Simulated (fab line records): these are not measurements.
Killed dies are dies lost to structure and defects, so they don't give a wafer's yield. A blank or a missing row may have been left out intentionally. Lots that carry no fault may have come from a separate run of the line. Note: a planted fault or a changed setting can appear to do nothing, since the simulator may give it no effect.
What tool caused it? :: flow n5_finfet :: 11 lots, 28 wafers sampled, at 1 step of a route of 1938

== WHAT THE GAUGES READ, wafer by wafer ==
N5_HKMG_FIN_CD_MEAS_12 targets a cd of 92.8 nm.
lot: L443
measured: day 4 07:35
on: cd_sem-02
cd_nm (nm): 93.3 93.1 92.5

lot: L446
measured: day 5 03:59
on: cd_sem-01
cd_nm (nm): 92.3 93.9 93.2

lot: L447
measured: day 5 07:17
on: cd_sem-02
cd_nm (nm): 92.3 91.9

lot: L449
measured: day 5 21:15
on: cd_sem-03
cd_nm (nm): 94.1 94.1 93.5

lot: L452
measured: day 6 18:21
on: cd_sem-02
cd_nm (nm): 91.5 92.7 92.3

lot: L453
measured: day 6 20:30
on: cd_sem-02
cd_nm (nm): 93.2 92.3

lot: L456
measured: day 7 13:28
on: cd_sem-01
cd_nm (nm): 92.9 93.1 92.9

lot: L457
measured: day 7 20:46
on: cd_sem-02
cd_nm (nm): 93.0 93.0

lot: L459
measured: day 8 09:46
on: cd_sem-01
cd_nm (nm): 92.9 94.0

lot: L460
measured: day 8 16:20
on: cd_sem-01
cd_nm (nm): 94.3 93.9

lot: L464
measured: day 9 17:22
on: cd_sem-01
cd_nm (nm): 93.3 92.9 92.1

== WHAT TOOL EACH LOT RAN ON (gives the tool, then ch and the chambers of the sampled wafers, and finally the start) ==
The record holds no process step before these readings.

== AS READ BY THE TOOLS THEMSELVES (means over the sampled wafers that have a number; for cases with no such wafer, the mark the record gives instead) ==
The record holds no such reading with a usual standard deviation.

== THE ANSWER, worked out from the rows above alone ==
Rule: the lots themselves supply what counts as usual. Put in order of their means at a reading, lots are off if they are a third of the lots or fewer, leave a main group of 4 or more, and stand apart from it by a gap of 3 or more times the standard deviation of the main group's means; of several such gaps the widest counts. Not used: any main group whose means are identical at the precision the tables above print for the reading. A lot without any number at a reading at which 4 lots or more have one is off too. Any other lot the step has rows for is counted as sound. After the gauges, taken in route order, come the tools' own readings; for these a lot's mean is taken, as printed above. At the first step where some lot is off, the reading lying furthest off is the one used; lots without a number count as furthest.
No lot is off on any of the readings shown, so nothing can be concluded from this.

== WHAT THE SIMULATOR HAD PUT IN ==
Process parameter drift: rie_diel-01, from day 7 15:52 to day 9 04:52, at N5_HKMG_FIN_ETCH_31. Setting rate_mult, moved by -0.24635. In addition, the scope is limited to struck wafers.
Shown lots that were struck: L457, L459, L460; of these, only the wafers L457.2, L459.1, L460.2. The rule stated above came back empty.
